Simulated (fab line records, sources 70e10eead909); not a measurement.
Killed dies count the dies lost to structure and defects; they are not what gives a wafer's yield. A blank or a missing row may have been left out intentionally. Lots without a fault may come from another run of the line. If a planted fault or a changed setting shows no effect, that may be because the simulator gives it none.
Which tool did it?	flow nandHarc	39 wafers from 13 lots sampled at 4 of the route's 1159 steps

== WHAT THE GAUGES READ, wafer by wafer ==
NHARC_THIN_TSV_CD_MEAS_37. Usual: cdNm reads 4999.7 nm (standard deviation 2.7).
lot	measured	on	cdNm (nm)	flag
L272	day 19 20:22	cdSem-02	4997.8 4997.5 4998.4	
L273	day 20 01:56	cdSem-02	5001.0 5006.4 5002.1	
L274	day 20 03:03	cdSem-02	4997.1 4998.1 4998.7	
L275	day 21 00:23	cdSem-02	5001.1 4994.8 4998.8	
L277	day 21 07:17	cdSem-03	5000.4 4998.9 5001.8	
L279	day 21 08:55	cdSem-02	5001.5 4999.4 5004.6	
L282	day 23 17:31	cdSem-01	4999.2 4996.6 4998.5	
L286	day 24 04:14	cdSem-02	4998.2 5005.6 5001.5	
L289	day 24 05:13	cdSem-01	4998.2 5002.9 4999.1	
L287	day 24 18:37	cdSem-02	5001.4 4999.7 4999.0	
L293	day 25 02:05	cdSem-03	4996.9 5001.0 4998.0	
L288	day 25 04:05	cdSem-02	5000.3 4996.6 4997.9	
L294	day 25 16:35	cdSem-01	5003.7 5002.3 5001.2	

== TOOL THAT RAN EACH LOT (tool first, then ch and the chambers of the sampled wafers, then the start) ==
lot	NHARC_THIN_TSV_DESCUM_14	NHARC_THIN_TSV_DEGAS_49	NHARC_THIN_TSV_ETCH_59
L272	rieDiel-01 ch 0,2, day 19 12:49	pvdSputter-02, day 19 15:34	rieMetal-01 ch 0,1, day 19 19:17
L273	rieDiel-10 ch 0,1, day 19 18:42	pvdSputter-01, day 19 21:19	rieMetal-02 ch 0,1, day 20 00:49
L274	rieDiel-01 ch 0,1,3, day 19 19:45	pvdSputter-02, day 19 22:21	rieMetal-01 ch 0,1, day 20 01:50
L275	rieDiel-02 ch 0,2,3, day 20 17:07	pvdSputter-01, day 20 19:55	rieMetal-01 ch 0,1, day 20 23:14
L277	rieDiel-10 ch 2,3, day 21 00:02	pvdSputter-01, day 21 02:38	rieMetal-03 ch 0,1, day 21 06:07
L279	rieDiel-01 ch 0,1,2, day 21 01:41	pvdSputter-01, day 21 04:17	rieMetal-03 ch 0,1, day 21 07:46
L282	rieDiel-01 ch 0,1,2, day 23 09:32	pvdSputter-02, day 23 12:12	rieMetal-02 ch 0,1, day 23 15:49
L286	rieDiel-02 ch 2,3, day 23 20:46	pvdSputter-03, day 23 23:26	rieMetal-02 ch 0,1, day 24 02:53
L289	rieDiel-10 ch 1,2,3, day 23 21:50	pvdSputter-03, day 24 00:35	rieMetal-03 ch 0,1, day 24 04:04
L287	rieDiel-01 ch 0,1,2, day 24 11:15	pvdSputter-03, day 24 14:02	rieMetal-03 ch 0,1, day 24 17:28
L293	rieDiel-10 ch 1,2,3, day 24 18:08	pvdSputter-03, day 24 21:02	rieMetal-03 ch 1, day 25 00:59
L288	rieDiel-02 ch 0,3, day 24 20:23	pvdSputter-01, day 24 23:00	rieMetal-01 ch 0, day 25 02:40
L294	rieDiel-01 ch 0,2,3, day 25 09:22	pvdSputter-01, day 25 12:00	rieMetal-03 ch 0,1, day 25 15:26
- NHARC_THIN_TSV_DESCUM_14: chemistry O2, time 3 s.
- NHARC_THIN_TSV_DEGAS_49: time 120 s.
- NHARC_THIN_TSV_ETCH_59: etches the open film in Cl2/BCl3, target depth 880 nm, time 138.1 s.

== WHAT THE TOOLS THEMSELVES READ (means of the sampled wafers that have a number; where no wafer has one, the mark that the record gives instead) ==
NHARC_THIN_TSV_DESCUM_14. Usual: chamberPressureMTorr 60.00 mTorr, standard deviation 0.055; drypumpMotorCurrentA 5.7 A, standard deviation 0.42; oesProductAu 0.998 a.u., standard deviation 0.011; rfVppV 57.6 V, standard deviation 0.85; showerheadPlenumPTorr 1.88 Torr, standard deviation 0.058; throttleValvePct 11.310 %, standard deviation 0.0092.
lot	tool	chamberPressureMTorr (mTorr)	drypumpMotorCurrentA (A)	oesProductAu (a.u.)	rfVppV (V)	showerheadPlenumPTorr (Torr)	throttleValvePct (%)	flag
L272	rieDiel-01	60.01	5.5	1.008	57.6	1.94	11.300	
L273	rieDiel-10	59.99	5.5	0.986	57.5	1.87	11.310	
L274	rieDiel-01	60.06	5.8	1.005	58.3	1.89	11.306	
L275	rieDiel-02	60.02	5.7	0.999	57.5	1.86	11.312	
L277	rieDiel-10	60.02	5.8	1.008	57.0	1.92	11.314	
L279	rieDiel-01	60.00	5.7	1.005	57.2	1.93	11.318	
L282	rieDiel-01	60.03	5.7	1.001	57.5	1.93	11.307	
L286	rieDiel-02	59.97	5.6	0.992	57.4	1.84	11.308	
L289	rieDiel-10	60.04	5.5	0.991	58.1	1.90	11.316	
L287	rieDiel-01	60.02	5.6	1.004	57.7	1.93	11.316	
L293	rieDiel-10	59.98	5.5	0.991	57.7	1.90	11.305	
L288	rieDiel-02	60.01	6.0	1.020	57.3	1.82	11.313	
L294	rieDiel-01	60.00	5.7	1.000	57.4	1.89	11.313	

NHARC_THIN_TSV_DEGAS_49. Usual: heaterPowerW reads 458 W (standard deviation 47).
lot	tool	heaterPowerW (W)	flag
L272	pvdSputter-02	442	
L273	pvdSputter-01	458	
L274	pvdSputter-02	443	
L275	pvdSputter-01	436	
L277	pvdSputter-01	422	
L279	pvdSputter-01	416	
L282	pvdSputter-02	454	
L286	pvdSputter-03	522	
L289	pvdSputter-03	497	
L287	pvdSputter-03	520	
L293	pvdSputter-03	506	
L288	pvdSputter-01	440	
L294	pvdSputter-01	431	

NHARC_THIN_TSV_ETCH_59. Usual: chamberPressureMTorr 10.001 mTorr, standard deviation 0.011; drypumpMotorCurrentA 5.7 A, standard deviation 0.41; oesProductAu 1.002 a.u., standard deviation 0.0092; throttleValvePct 22.266 %, standard deviation 0.0092.
lot	tool	chamberPressureMTorr (mTorr)	drypumpMotorCurrentA (A)	oesProductAu (a.u.)	throttleValvePct (%)	flag
L272	rieMetal-01	9.997	5.9	1.002	22.259	
L273	rieMetal-02	10.005	5.6	1.002	22.266	
L274	rieMetal-01	10.006	5.9	0.995	22.270	
L275	rieMetal-01	9.995	5.8	0.998	22.264	
L277	rieMetal-03	9.990	5.6	1.008	22.261	
L279	rieMetal-03	9.995	5.6	1.013	22.270	
L282	rieMetal-02	10.007	6.0	1.001	22.267	
L286	rieMetal-02	9.994	5.6	0.972	22.272	OFF
L289	rieMetal-03	9.993	5.6	1.008	22.262	
L287	rieMetal-03	9.998	5.7	1.010	22.265	
L293	rieMetal-03	9.996	5.7	1.001	22.271	
L288	rieMetal-01	9.997	5.9	0.991	22.259	
L294	rieMetal-03	9.997	5.6	1.007	22.261	

== THE ANSWER, worked out from the rows above alone ==
Rule: take the mean of a lot's wafers that have a number; if it is more than 3 standard deviations from the usual mean, the lot is off. A lot without any number at a reading at which 4 lots or more have one is off too. Any other lot the step has rows for is counted as sound. The gauges are gone through in route order, then the tools' own readings, and for those a lot's mean is taken as printed above. At the first step where some lot is off, the reading lying furthest off is the one used; lots without a number count as furthest.
Off: L286, at NHARC_THIN_TSV_ETCH_59 (oesProductAu).
If a tool, at that step or one of the process steps before it, ran each lot that is off and ran no sound lot following the first of them, it fits. One candidate fits, namely rieMetal-02 at NHARC_THIN_TSV_ETCH_59. A fault onset in the window from L282 (day 23 15:49, its last sound lot) to L286 (day 24 02:53, its first lot off) fits.
The tool's own readings at NHARC_THIN_TSV_ETCH_59 bear it out: on the lots that are off they differ by more than 5 times the standard deviation of the sound lots' means. oesProductAu reads 0.972 a.u. there against 1.003 a.u. on the sound lots.

== WHAT WAS PUT IN BY THE SIMULATOR ==
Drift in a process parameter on rieMetal-02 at NHARC_THIN_TSV_ETCH_59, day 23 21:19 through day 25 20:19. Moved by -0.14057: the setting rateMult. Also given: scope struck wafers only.
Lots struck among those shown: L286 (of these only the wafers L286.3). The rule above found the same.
